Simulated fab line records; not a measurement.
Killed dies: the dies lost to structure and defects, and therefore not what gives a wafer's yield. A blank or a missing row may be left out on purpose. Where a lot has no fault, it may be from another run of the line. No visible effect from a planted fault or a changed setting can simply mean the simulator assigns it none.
Which tool is to blame? | flow n5 finfet | at 1 step of a route of 1938, 10 lots with 30 wafers sampled

WHAT THE GAUGES READ, wafer by wafer
N5_BEOL_M4_RC_MEAS_101.
lot  | measured     | on        | DIBL_N (mV/V)  | DIBL_P (mV/V)  | IOFF_N (nA/um) | IOFF_P (nA/um) | ION_N (uA/um) | ION_P (uA/um) | SS_N (mV/dec)  | SS_P (mV/dec)  | VT_N (mV)   | VT_P (mV)
L123 | day 8 01:43  | prober-02 | 37.7 35.6 35.6 | 36.6 34.6 34.4 | 0.17 0.12 0.14 | 0.21 0.18 0.18 | 670 662 650   | 452 457 451   | 72.3 72.2 71.8 | 74.3 73.1 73.6 | 251 253 250 | -252 -255 -256
L126 | day 9 01:07  | prober-02 | 36.7 34.7 35.8 | 38.3 36.3 37.5 | 0.18 0.15 0.16 | 0.23 0.20 0.21 | 680 669 669   | 465 461 460   | 71.9 71.4 71.4 | 72.7 72.7 72.5 | 249 251 248 | -249 -252 -252
L127 | day 9 06:21  | prober-02 | 35.2 36.7 34.6 | 35.2 36.1 35.2 | 0.14 0.16 0.13 | 0.18 0.18 0.17 | 681 673 665   | 460 455 461   | 71.1 71.7 70.6 | 73.5 72.3 72.1 | 251 251 250 | -251 -254 -252
L128 | day 9 23:21  | prober-02 | 34.2 31.3 34.5 | 32.2 29.9 33.6 | 0.12 0.10 0.13 | 0.14 0.12 0.16 | 656 651 661   | 450 447 454   | 71.6 70.8 70.8 | 72.6 72.2 72.6 | 253 254 250 | -257 -256 -257
L130 | day 10 01:41 | prober-01 | 38.6 36.6 37.7 | 39.9 37.6 38.0 | 0.24 0.20 0.22 | 0.29 0.25 0.26 | 697 680 693   | 474 462 470   | 72.4 71.6 72.3 | 74.3 73.6 73.6 | 242 245 245 | -245 -248 -248
L133 | day 10 18:38 | prober-02 | 35.9 36.1 36.6 | 37.2 37.2 37.4 | 0.18 0.19 0.19 | 0.21 0.22 0.22 | 686 687 688   | 464 464 462   | 71.9 71.7 72.1 | 73.5 73.9 73.7 | 248 248 248 | -253 -251 -252
L134 | day 11 02:45 | prober-01 | 40.9 40.6 39.4 | 40.8 40.0 38.3 | 0.20 0.20 0.18 | 0.26 0.25 0.22 | 700 687 697   | 469 466 470   | 71.1 71.7 71.0 | 75.2 74.1 74.0 | 247 247 249 | -249 -249 -250
L142 | day 12 11:17 | prober-02 | 35.3 39.6 34.0 | 36.7 39.8 33.5 | 0.16 0.24 0.14 | 0.24 0.31 0.20 | 681 696 660   | 470 475 460   | 71.8 73.1 71.3 | 73.5 74.0 72.9 | 248 248 251 | -247 -246 -250
L140 | day 12 15:52 | prober-02 | 34.0 35.0 33.0 | 35.0 35.1 33.5 | 0.12 0.13 0.11 | 0.19 0.19 0.17 | 664 669 653   | 466 453 459   | 70.8 71.7 70.2 | 73.1 73.5 72.1 | 256 253 256 | -253 -253 -252
L143 | day 13 21:14 | prober-02 | 38.0 38.9 38.2 | 38.2 39.1 38.4 | 0.18 0.20 0.18 | 0.23 0.27 0.23 | 675 683 682   | 462 470 469   | 71.4 72.0 72.5 | 74.1 74.2 74.7 | 250 248 248 | -248 -247 -247

TOOL THAT RAN EACH LOT (tool first, then ch and the chambers of the sampled wafers, then the start)
Record: no process step prior to these readings.

WHAT THE TOOLS THEMSELVES READ (means of the sampled wafers that have a number; where no wafer has one, the mark that the record gives instead)
The record holds no such reading with a usual standard deviation.

THE ANSWER, worked out from the rows above alone
Rule: usual is defined by the lots themselves. The widest of any qualifying gaps counts: lots, ordered by their means at a reading, are off when they make up no more than a third of the lots, leave a main group of 4 or more, and stand apart from it by 3 or more times the standard deviation of that group's means. A main group is skipped when, at the precision printed for the reading in the tables above, its means are all equal. A lot without any number at a reading at which 4 lots or more have one is off too. The other lots that the step has rows for count as sound. The gauges are gone through in route order, then the tools' own readings, and for those a lot's mean is taken as printed above. The first step at which some lot is off is used, and at that step the reading that is off furthest; a lot without a number counts as furthest.
No lot is off on any of the readings shown, so nothing can be concluded from this.

WHAT THE SIMULATOR PUT IN
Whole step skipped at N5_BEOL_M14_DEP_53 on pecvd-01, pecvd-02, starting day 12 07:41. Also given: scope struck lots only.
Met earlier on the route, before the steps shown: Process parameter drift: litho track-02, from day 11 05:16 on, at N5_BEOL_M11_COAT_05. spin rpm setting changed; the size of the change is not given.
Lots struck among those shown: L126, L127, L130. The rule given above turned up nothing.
